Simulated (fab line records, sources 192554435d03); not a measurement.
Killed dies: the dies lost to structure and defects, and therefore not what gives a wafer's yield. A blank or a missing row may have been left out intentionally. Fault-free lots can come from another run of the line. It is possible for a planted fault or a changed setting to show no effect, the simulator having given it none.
fab line records | flow n5Finfet
record lots=10 | wafers=30 | lastDay=18
route steps=1938 shown BEOL_M12@1639 BEOL_M13@1671 PASSIVATION@1936
lots that met no fault: taken from a fault-free run of the same line
startH: the number of hours between the record's first day and the start of the first shown wafer of the lot | waitH: hours since the lot's step before | " as in the row above | L1.1+2: several wafers, shown together as one row | - no value present, or no start provided | * or withheld: withheld | < > ~ a bound
route shown NAME@n: names a module that has steps shown in the file, with the first one's number in the route | usual: mean/standard deviation of fault-free wafers | same: alike in all rows | chamber/n: place in a boat | sites: readings site by site | _std_site: their standard deviation | _edge_site: the outer-site mean with the inner-site mean subtracted | radiusMm: for every site, how far away it sits from the centre of the wafer | mask NAME#n: copy n | behind: the most recent tool/chamber to have shaped the wafer | hold: what put the lot on hold/how long, in hours/how the hold closed | device: names the non-switching transistor (n, p or np) | end of line: the same wafers' tests at the end of the route | a step without rows: its recipe alone | killed: dies that structure and defects cost at the first sort, which is not the same as the wafer's yield | map: a wafer's dies, marking killed ones x, the rest . and places with no die _
set.NAME: the setting as run; set.NAME@STEP: as run at that earlier step | model.NAME: the simulator's own value behind a step, which no gauge read
a sample of lots followed through the steps of the route, with each step as a table and each wafer as a row
services: from which hour (startH, from the record's first day; less than 0 if before it) a tool's chamber was out of use, for how many hours, and why
## steps
# step N5_BEOL_M12_TRENCH_ETCH_34
# recipe chemistry=C4F8/O2/Ar | target=SiOC | targetDepthA=3189.5 | maskMaterial=SOC | pressureMtorr=30 | sourceW=3000 | biasW=700 | Ar_flow_sccm=400 | C4F8_flow_sccm=15 | O2_flow_sccm=8 | heInnerTorr=15 | heOuterTorr=30 | timeS=125.5 | ionEnergyEv=250
# usual biasW=699.8/2.1 | drypumpMotorCurrentA=5.8/0.56 | oesProductAu=0.78/0.082 | rfVppV=664.6/2.9 | showerheadPlenumPTorr=3.39/0.1 | throttleValvePct=24.28/0.26
lot.wafer | tool       | chamber | startH | waitH | biasW | drypumpMotorCurrentA | oesProductAu | rfHoursCounterH | rfVppV | showerheadPlenumPTorr | throttleValvePct
L980.1    | rieDiel-02 | 0       | 248.78 | 0.0   | 699.0 | 5.6                  | 0.93         | 9               | 668.5  | 3.49                  | 24.16
L980.4    | "          | 1       | "      | "     | 698.2 | 6.6                  | 0.71         | 191             | 665.9  | 3.40                  | 24.49
L980.5    | "          | 3       | "      | "     | 694.0 | 5.0                  | 0.72         | -               | 663.6  | 3.38                  | 24.65
L978.2    | rieDiel-01 | 2       | 250.00 | 0.0   | 694.7 | 5.1                  | 0.77         | 115             | 663.4  | 3.30                  | 24.14
L978.3    | "          | 3       | "      | "     | 702.8 | 6.2                  | 0.80         | 83              | 667.2  | 3.45                  | 23.77
L978.6    | "          | 0       | "      | "     | 699.2 | 5.3                  | 0.83         | -               | 667.5  | 3.47                  | 24.31
L981.3    | rieDiel-02 | 0       | 255.89 | 0.0   | 699.1 | 5.6                  | 0.92         | 11              | 668.6  | 3.49                  | 24.16
L981.5    | "          | 2       | "      | "     | 701.4 | 5.9                  | 0.73         | -               | 667.9  | 3.52                  | 24.20
L981.6    | "          | 3       | "      | "     | 701.1 | 5.0                  | 0.70         | -               | 665.0  | 3.38                  | 24.64
L982.1    | rieDiel-04 | 2       | 282.30 | 0.0   | 703.1 | 6.2                  | 0.82         | 85              | 662.4  | 3.29                  | 23.84
L982.2    | "          | 0       | "      | "     | 700.5 | 6.8                  | 0.69         | 237             | 659.2  | 3.24                  | 24.62
L982.5    | "          | 3       | "      | "     | 701.0 | 5.3                  | 0.73         | -               | 660.4  | 3.28                  | 24.49
L985.1    | rieDiel-02 | 3       | 288.59 | 0.0   | 699.6 | 5.0                  | 0.69         | 221             | 664.4  | 3.37                  | 24.67
L985.3    | "          | 0       | "      | "     | 702.9 | 5.6                  | 0.89         | 19              | 668.2  | 3.48                  | 24.17
L985.6    | "          | 1       | "      | "     | 702.2 | 6.6                  | 0.69         | -               | 665.3  | 3.39                  | 24.52
L987.1    | rieDiel-04 | 0       | 299.21 | 0.0   | 699.5 | 6.8                  | 0.68         | 243             | 659.1  | 3.24                  | 24.62
L987.2    | "          | 3       | "      | "     | 697.1 | 5.3                  | 0.71         | 210             | 659.3  | 3.27                  | 24.49
L987.6    | "          | 1       | "      | "     | 701.5 | 6.0                  | 0.97         | -               | 664.4  | 3.35                  | 24.24
L995.1    | rieDiel-02 | 3       | 339.41 | 0.0   | 702.0 | 5.0                  | 0.68         | 238             | 663.1  | 3.36                  | 24.69
L995.2    | "          | 1       | "      | "     | 697.1 | 6.6                  | 0.68         | 224             | 665.0  | 3.38                  | 24.56
L995.4    | "          | 2       | "      | "     | 701.3 | 5.9                  | 0.70         | 233             | 668.6  | 3.50                  | 24.23
L999.2    | rieDiel-02 | 2       | 359.03 | 0.0   | 702.4 | 5.8                  | 0.70         | 239             | 669.0  | 3.50                  | 24.23
L999.3    | "          | 3       | "      | "     | 698.3 | 5.0                  | 0.69         | 244             | 664.9  | 3.36                  | 24.70
L999.6    | "          | 3       | "      | "     | 696.1 | 5.0                  | 0.69         | -               | 663.9  | 3.36                  | 24.70
L997.1    | rieDiel-04 | 3       | 367.70 | 0.0   | 700.1 | 5.3                  | 0.70         | 238             | 660.5  | 3.26                  | 24.52
L997.3    | "          | 0       | "      | "     | 698.3 | 6.8                  | 0.94         | 10              | 670.5  | 3.62                  | 24.34
L997.5    | "          | 0       | "      | "     | 702.8 | 6.8                  | 0.95         | -               | 671.4  | 3.62                  | 24.35
L101.3    | rieDiel-02 | 2       | 384.83 | 0.0   | 698.5 | 5.8                  | 0.68         | 251             | 667.3  | 3.49                  | 24.27
L101.5    | "          | 2       | "      | "     | 699.0 | 5.8                  | 0.69         | -               | 667.4  | 3.49                  | 24.25
L101.6    | "          | 1       | "      | "     | 700.4 | 6.6                  | 0.67         | -               | 663.3  | 3.37                  | 24.58
# step N5_BEOL_M12_STRIP_37
# recipe chemistry=N2/H2 | powerW=1000 | tempC=250 | h2Frac=0.65 | overashFraction=0.3 | pressureMtorr=withheld | n2FlowSccm=1750 | h2FlowSccm=3250
# usual drypumpMotorCurrentA=5.6/0.56 | heaterPowerW=351/40 | oesProductAu=0.791/0.01
lot.wafer | tool           | chamber | startH | waitH | drypumpMotorCurrentA | heaterPowerW | oesProductAu | rfHoursCounterH
L980.1    | plasmaAsher-02 | 1       | 248.97 | 0.0   | 5.6                  | 338          | 0.799        | 122
L980.4    | "              | 0       | "      | "     | 4.8                  | 321          | 0.806        | -
L980.5    | "              | 1       | "      | "     | 5.6                  | 334          | 0.789        | -
L978.2    | plasmaAsher-02 | 1       | 250.21 | 0.0   | 5.6                  | 337          | 0.803        | 122
L978.3    | "              | 1       | "      | "     | 5.6                  | 327          | 0.779        | -
L978.6    | "              | 0       | "      | "     | 4.8                  | 335          | 0.790        | -
L981.3    | plasmaAsher-02 | 0       | 256.11 | 0.1   | 4.8                  | 326          | 0.795        | -
L981.5    | "              | 0       | "      | "     | 4.8                  | 328          | 0.804        | -
L981.6    | "              | 1       | "      | "     | 5.6                  | 332          | 0.803        | -
L982.1    | plasmaAsher-01 | 1       | 282.49 | 0.0   | 6.1                  | 321          | 0.803        | 79
L982.2    | "              | 0       | "      | "     | 6.2                  | 427          | 0.788        | 79
L982.5    | "              | 0       | "      | "     | 6.3                  | 414          | 0.792        | -
L985.1    | plasmaAsher-01 | 0       | 288.82 | 0.1   | 6.3                  | 418          | 0.803        | 81
L985.3    | "              | 1       | "      | "     | 6.0                  | 321          | 0.790        | -
L985.6    | "              | 0       | "      | "     | 6.3                  | 426          | 0.788        | -
L987.1    | plasmaAsher-02 | 0       | 299.40 | 0.0   | 4.8                  | 332          | 0.779        | 131
L987.2    | "              | 1       | "      | "     | 5.6                  | 333          | 0.775        | 131
L987.6    | "              | 0       | "      | "     | 4.8                  | 330          | 0.795        | -
L995.1    | plasmaAsher-02 | 0       | 339.61 | 0.0   | 4.8                  | 328          | 0.792        | 140
L995.2    | "              | 1       | "      | "     | 5.6                  | 334          | 0.804        | 140
L995.4    | "              | 1       | "      | "     | 5.6                  | 336          | 0.803        | -
L999.2    | plasmaAsher-02 | 1       | 359.22 | 0.0   | 5.6                  | 344          | 0.794        | 144
L999.3    | "              | 1       | "      | "     | 5.6                  | 337          | 0.785        | -
L999.6    | "              | 0       | "      | "     | 4.8                  | 331          | 0.795        | -
L997.1    | plasmaAsher-02 | 1       | 367.90 | 0.0   | 5.6                  | 344          | 0.782        | 145
L997.3    | "              | 0       | "      | "     | 4.8                  | 323          | 0.783        | -
L997.5    | "              | 0       | "      | "     | 4.8                  | 333          | 0.767        | -
L101.3    | plasmaAsher-02 | 1       | 385.05 | 0.1   | 5.6                  | 329          | 0.785        | -
L101.5    | "              | 0       | "      | "     | 4.8                  | 329          | 0.794        | -
L101.6    | "              | 1       | "      | "     | 5.6                  | 348          | 0.780        | -
# step N5_BEOL_M12_THK_MEAS_50
# recipe thkMeasGauge=xrf | reads=Cu_of_BEOL_M12_ECD_47
# usual M12_THK=324/4.6
lot.wafer | tool         | chamber | startH | waitH | M12_THK[nm]
L980.1    | filmMetro-02 | -       | 250.81 | 0.1   | 333
L980.4    | "            | -       | "      | "     | 336
L980.5    | "            | -       | "      | "     | 329
L978.2    | filmMetro-02 | -       | 253.23 | -     | 325
L978.3    | "            | -       | "      | "     | 329
L978.6    | "            | -       | "      | "     | 322
L981.3    | filmMetro-01 | -       | 258.94 | -     | 332
L981.5    | "            | -       | "      | "     | 319
L981.6    | "            | -       | "      | "     | 324
L982.1    | filmMetro-02 | -       | 285.52 | -     | 327
L982.2    | "            | -       | "      | "     | 318
L982.5    | "            | -       | "      | "     | 323
L985.1    | filmMetro-01 | -       | 290.84 | -     | 320
L985.3    | "            | -       | "      | "     | 324
L985.6    | "            | -       | "      | "     | 317
L987.1    | filmMetro-01 | -       | 301.44 | -     | 314
L987.2    | "            | -       | "      | "     | 321
L987.6    | "            | -       | "      | "     | 320
L995.1    | filmMetro-01 | -       | 343.64 | -     | 321
L995.2    | "            | -       | "      | "     | 322
L995.4    | "            | -       | "      | "     | 318
L999.2    | filmMetro-01 | -       | 362.36 | -     | 318
L999.3    | "            | -       | "      | "     | 328
L999.6    | "            | -       | "      | "     | 326
L997.1    | filmMetro-02 | -       | 371.06 | -     | 324
L997.3    | "            | -       | "      | "     | 332
L997.5    | "            | -       | "      | "     | 339
L101.3    | filmMetro-02 | -       | 389.74 | -     | 322
L101.5    | "            | -       | "      | "     | 320
L101.6    | "            | -       | "      | "     | 326
# step N5_BEOL_M12_PRE_CLEAN_52
# recipe gas=NH3 | timeS=15 | tempC=withheld | rfPowerW=300
lot.wafer  | tool     | chamber | startH | waitH
L980.1+4+5 | pecvd-02 | 2,0,1   | 250.85 | 0.0
L978.2+3+6 | pecvd-02 | 0,1,1   | 253.26 | 0.0
L981.3+5+6 | pecvd-04 | 1,2,0   | 258.97 | 0.0
L982.1+2+5 | pecvd-02 | 1,2,1   | 285.55 | 0.0
L985.1+3+6 | pecvd-02 | 0,2,2   | 290.88 | 0.0
L987.1+2+6 | pecvd-02 | 1,0,1   | 301.47 | 0.0
L995.1+2+4 | pecvd-02 | 1,0,0   | 343.68 | 0.0
L999.2+3+6 | pecvd-01 | 0,2,0   | 362.39 | 0.0
L997.1+3+5 | pecvd-02 | 2,0,2   | 371.10 | 0.0
L101.3+5+6 | pecvd-01 | 1,2,0   | 389.77 | 0.0
# step N5_BEOL_M12_INSPECT_55
# recipe inspectInstrument=darkfield | mode=postDep
# usual rawDefectCount=68/27
lot.wafer | tool             | chamber | startH | waitH | rawDefectCount
L980.1    | defectInspect-01 | -       | 250.96 | 0.0   | 52
L980.4    | "                | -       | "      | "     | 49
L980.5    | "                | -       | "      | "     | 54
L978.2    | defectInspect-01 | -       | 253.38 | 0.0   | 47
L978.3    | "                | -       | "      | "     | 35
L978.6    | "                | -       | "      | "     | 42
L981.3    | defectInspect-01 | -       | 259.09 | 0.0   | 166
L981.5    | "                | -       | "      | "     | 73
L981.6    | "                | -       | "      | "     | 63
L982.1    | defectInspect-02 | -       | 285.69 | 0.0   | 100
L982.2    | "                | -       | "      | "     | 44
L982.5    | "                | -       | "      | "     | 117
L985.1    | defectInspect-02 | -       | 290.99 | 0.0   | 57
L985.3    | "                | -       | "      | "     | 51
L985.6    | "                | -       | "      | "     | 34
L987.1    | defectInspect-02 | -       | 301.59 | 0.0   | 57
L987.2    | "                | -       | "      | "     | 75
L987.6    | "                | -       | "      | "     | 57
L995.1    | defectInspect-02 | -       | 343.79 | 0.0   | 467
L995.2    | "                | -       | "      | "     | 422
L995.4    | "                | -       | "      | "     | 424
L999.2    | defectInspect-02 | -       | 362.51 | 0.0   | 57
L999.3    | "                | -       | "      | "     | 42
L999.6    | "                | -       | "      | "     | 46
L997.1    | defectInspect-02 | -       | 371.21 | 0.0   | 415
L997.3    | "                | -       | "      | "     | 493
L997.5    | "                | -       | "      | "     | 494
L101.3    | defectInspect-01 | -       | 389.89 | 0.0   | 50
L101.5    | "                | -       | "      | "     | 56
L101.6    | "                | -       | "      | "     | 43
# step N5_BEOL_M13_INSPECT_12
# recipe mode=adi | inspectInstrument=macro
# usual rawDefectCount=2.0/1.3
lot.wafer | tool             | chamber | startH | waitH | rawDefectCount
L980.1    | defectInspect-01 | -       | 251.63 | 0.0   | 2
L980.4    | "                | -       | "      | "     | 2
L980.5    | "                | -       | "      | "     | 1
L978.2    | defectInspect-01 | -       | 254.05 | 0.0   | 2
L978.3    | "                | -       | "      | "     | 4
L978.6    | "                | -       | "      | "     | 4
L981.3    | defectInspect-02 | -       | 259.63 | 0.0   | 5
L981.5    | "                | -       | "      | "     | 2
L981.6    | "                | -       | "      | "     | 0
L982.1    | defectInspect-02 | -       | 286.24 | 0.0   | 4
L982.2    | "                | -       | "      | "     | 2
L982.5    | "                | -       | "      | "     | 2
L985.1    | defectInspect-02 | -       | 291.54 | 0.0   | 3
L985.3    | "                | -       | "      | "     | 1
L985.6    | "                | -       | "      | "     | 3
L987.1    | defectInspect-02 | -       | 302.26 | 0.0   | 1
L987.2    | "                | -       | "      | "     | 3
L987.6    | "                | -       | "      | "     | 3
L995.1    | defectInspect-02 | -       | 344.34 | 0.0   | >300
L995.2    | "                | -       | "      | "     | >300
L995.4    | "                | -       | "      | "     | >300
L999.2    | defectInspect-01 | -       | 363.05 | 0.0   | 3
L999.3    | "                | -       | "      | "     | 3
L999.6    | "                | -       | "      | "     | 2
L997.1    | defectInspect-01 | -       | 371.89 | 0.0   | >300
L997.3    | "                | -       | "      | "     | >300
L997.5    | "                | -       | "      | "     | >300
L101.3    | defectInspect-01 | -       | 390.63 | 0.0   | 0
L101.5    | "                | -       | "      | "     | 1
L101.6    | "                | -       | "      | "     | 3
# step N5_PASSIVATION_PROBE_49
# usual defectLimitedYield=91.3/1.4 | killed_at_M0_to_M3=36/11 | killed_at_M4_up=13/5.2 | killedAtContacts=13/6.5 | killedAtFrontEnd=37/11 | killedAtOther=3.6/2.9 | killedDies=103/17 | killedOnRim=13/3.6 | killedOpen=68/12 | killedShort=33/7.3 | sort_bin_4_leakage=0.01/0.039 | sort_bin_5_function=5.2/0.91 | sort_bin_6_memory=3.2/0.67 | sort_bin_8_speed=0.00/0.0099 | sortNPass=1077/17 | sortYieldPct=91.3/1.4
# same grossDies=1180 | killedAtBackSide=0
lot.wafer | tool      | chamber | startH | waitH | defectLimitedYield[%] | killed_at_M0_to_M3 | killed_at_M4_up | killedAtContacts | killedAtFrontEnd | killedAtOther | killedDies | killedOnRim | killedOpen | killedShort | sort_bin_4_leakage[%] | sort_bin_5_function[%] | sort_bin_6_memory[%] | sort_bin_8_speed[%] | sortNPass | sortYieldPct[%]
L980.1    | prober-02 | -       | 284.32 | 0.0   | 91.5                  | 33                 | 10              | 25               | 31               | 1             | 100        | 14          | 61         | 38          | 0                     | 5.1                    | 3.1                  | 0                   | 1080      | 91.5
L980.4    | prober-02 | -       | 284.47 | 0.2   | 91.8                  | 41                 | 16              | 13               | 26               | 1             | 97         | 13          | 66         | 31          | 0                     | 4.9                    | 2.8                  | 0                   | 1083      | 91.8
L980.5    | prober-02 | -       | 284.52 | 0.2   | 91.3                  | 40                 | 25              | 11               | 26               | 1             | 103        | 11          | 66         | 34          | 0                     | 4.4                    | 4.0                  | 0                   | 1077      | 91.3
L995.1    | prober-01 | -       | 378.28 | 0.0   | 90.3                  | 17                 | 62              | 4                | 28               | 3             | 114        | 27          | 39         | 17          | 0                     | 6.0                    | 2.5                  | 0                   | 1066      | 90.3
L995.2    | prober-01 | -       | 378.33 | 0.1   | 83.2                  | 31                 | 118             | 6                | 39               | 4             | 198        | 23          | 61         | 30          | 0                     | 10.3                   | 4.7                  | 0.08                | 982       | 83.2
L995.4    | prober-01 | -       | 378.43 | 0.2   | 83.2                  | 28                 | 121             | 10               | 34               | 5             | 198        | 20          | 61         | 31          | 0                     | 11.6                   | 3.8                  | 0                   | 982       | 83.2
L997.1    | prober-02 | -       | 404.31 | 0.0   | 84.1                  | 31                 | 115             | 16               | 25               | 1             | 188        | 25          | 54         | 29          | 0                     | 9.8                    | 4.1                  | 0                   | 992       | 84.1
L997.3    | prober-02 | -       | 404.41 | 0.1   | 83.6                  | 31                 | 123             | 12               | 26               | 1             | 193        | 21          | 56         | 27          | 0                     | 9.7                    | 4.1                  | 0                   | 987       | 83.6
L997.5    | prober-02 | -       | 404.51 | 0.2   | 83.4                  | 45                 | 109             | 13               | 28               | 1             | 196        | 23          | 64         | 31          | 0                     | 11.0                   | 4.2                  | 0                   | 984       | 83.4
# killed by level:class
L980.1 MOL_CONTACT_COAG:geometricParticle:open=20 FIN_SAQP:geometricParticle:short=8 FIN_SAQP:geometricParticle:open=7 BEOL_M0:geometricParticle:short=6 BEOL_M2:geometricParticle:open=6 MOL_CONTACT_COAG:geometricParticle:short=5 DUMMY_GATE:geometricParticle:open=4 BEOL_M3:geometricParticle:open=4
L980.4 BEOL_M2:geometricParticle:open=15 MOL_CONTACT_COAG:geometricParticle:open=10 BEOL_M0_SAQP:geometricParticle:short=8 BEOL_M0_SAQP:geometricParticle:open=7 GATE_CUT:geometricParticle:open=5 BEOL_M4:geometricParticle:open=5 STI_FIN_REVEAL:geometricParticle:open=4 BEOL_M3:geometricParticle:short=4
L980.5 BEOL_M0_SAQP:geometricParticle:short=13 MOL_CONTACT_COAG:geometricParticle:open=10 BEOL_M0_SAQP:geometricParticle:open=9 BEOL_M2:geometricParticle:open=8 FIN_SAQP:geometricParticle:open=7 BEOL_M4:geometricParticle:open=7 FIN_SAQP:geometricParticle:short=5 BEOL_M7:geometricParticle:open=5
L995.1 BEOL_M12:unspecified=57 FIN_SAQP:geometricParticle:open=6 BEOL_M1:geometricParticle:open=6 DUMMY_GATE:geometricParticle:open=5 STI_FIN_REVEAL:geometricParticle:open=4 FIN_SAQP:geometricParticle:short=3 BEOL_M0_SAQP:geometricParticle:open=3 BEOL_M1:geometricParticle:short=3
L995.2 BEOL_M12:unspecified=105 BEOL_M0_SAQP:geometricParticle:open=11 STI_FIN_REVEAL:geometricParticle:open=7 BEOL_M1:geometricParticle:open=7 DUMMY_GATE:geometricParticle:open=6 MOL_CONTACT_COAG:geometricParticle:open=6 GATE_CUT:geometricParticle:short=5 BEOL_M0_SAQP:geometricParticle:short=5
L995.4 BEOL_M12:unspecified=106 BEOL_M1:geometricParticle:open=9 BEOL_M3:geometricParticle:open=8 MOL_CONTACT_COAG:geometricParticle:open=8 GATE_CUT:geometricParticle:short=7 STI_FIN_REVEAL:geometricParticle:open=6 BEOL_M4:geometricParticle:open=6 FIN_SAQP:geometricParticle:short=5
L997.1 BEOL_M12:unspecified=102 MOL_CONTACT_COAG:geometricParticle:open=15 FIN_SAQP:geometricParticle:short=7 BEOL_M0_SAQP:geometricParticle:open=7 BEOL_M0_SAQP:geometricParticle:short=6 FIN_SAQP:geometricParticle:open=5 BEOL_M4:geometricParticle:open=5 BEOL_M1:geometricParticle:open=4
L997.3 BEOL_M12:unspecified=108 BEOL_M1:geometricParticle:open=11 FIN_SAQP:geometricParticle:open=8 MOL_CONTACT_COAG:geometricParticle:open=7 BEOL_M2:geometricParticle:open=6 STI_FIN_REVEAL:geometricParticle:open=5 MOL_CONTACT_COAG:geometricParticle:short=5 FIN_SAQP:geometricParticle:short=4
L997.5 BEOL_M12:unspecified=98 BEOL_M2:geometricParticle:open=11 FIN_SAQP:geometricParticle:open=10 MOL_CONTACT_COAG:geometricParticle:open=10 BEOL_M0_SAQP:geometricParticle:short=9 BEOL_M3:geometricParticle:open=7 BEOL_M0_SAQP:geometricParticle:open=6 BEOL_M1:geometricParticle:open=6
## services
tool       | chamber | startH | hours | kind
rieDiel-01 | -       | 226.88 | 11.4  | repair
pecvd-01   | 2       | 232.52 | 6.1   | repair
pecvd-02   | 0       | 254.05 | 5.5   | scheduledDown
pecvd-02   | 2       | 259.51 | 2.1   | scheduledDown
pecvd-01   | -       | 261.97 | 1.2   | repair
rieDiel-02 | 0       | 269.78 | 9.7   | repair
rieDiel-01 | -       | 271.78 | 1.1   | repair
rieDiel-04 | 1       | 272.31 | -     | clean
rieDiel-04 | 1       | 272.31 | -     | consumableReplace:focusRing
rieDiel-04 | 1       | 272.31 | 14.9  | scheduledDown
rieDiel-04 | 1       | 272.31 | 14.9  | ventCycle
pecvd-04   | 1       | 274.60 | 19.2  | repair
pecvd-02   | 0       | 285.39 | 2.1   | scheduledDown
rieDiel-02 | -       | 301.01 | 2.8   | pm
pecvd-04   | -       | 312.91 | 0.8   | repair
rieDiel-04 | 0       | 317.81 | -     | clean
rieDiel-04 | 0       | 317.81 | -     | consumableReplace:focusRing
rieDiel-04 | 0       | 317.81 | -     | consumableReplace:showerhead
rieDiel-04 | 0       | 317.81 | 13.8  | scheduledDown
rieDiel-02 | 3       | 375.83 | -     | clean
rieDiel-02 | 3       | 375.83 | -     | consumableReplace:focusRing
rieDiel-02 | 3       | 375.83 | 22.7  | scheduledDown
rieDiel-02 | 3       | 375.83 | 22.7  | ventCycle
rieDiel-02 | 1       | 377.66 | 3.6   | repair
## key
firstSign step=N5_BEOL_M12_INSPECT_55 | reading=rawDefectCount | direction=up | sigmas=14 | usual=68 | struck=452
effect step=N5_BEOL_M13_INSPECT_12 | reading=rawDefectCount | direction=up | sigmas=99+ | usual=2.0 | struck=>300
effect step=N5_PASSIVATION_PROBE_49 | reading=killed_at_M4_up | direction=up | sigmas=18 | usual=13 | struck=108
moreKillsBornAt N5_BEOL_M12_PRE_CLEAN_52@pecvd-02=576
metAt N5_BEOL_M12_PRE_CLEAN_52
struckLots L995,L997
notActingAt N5_BEOL_M12_TRENCH_ETCH_34,N5_BEOL_M12_STRIP_37,N5_BEOL_M12_THK_MEAS_50
onsetBetween 301.47 343.68
fault kind=chamberParticleSource | tool=pecvd-02 | chamber=- | onsetH=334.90 | steps=N5_BEOL_M12_PRE_CLEAN_52 | ratePerVisitCm2=0.60412 | endH=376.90
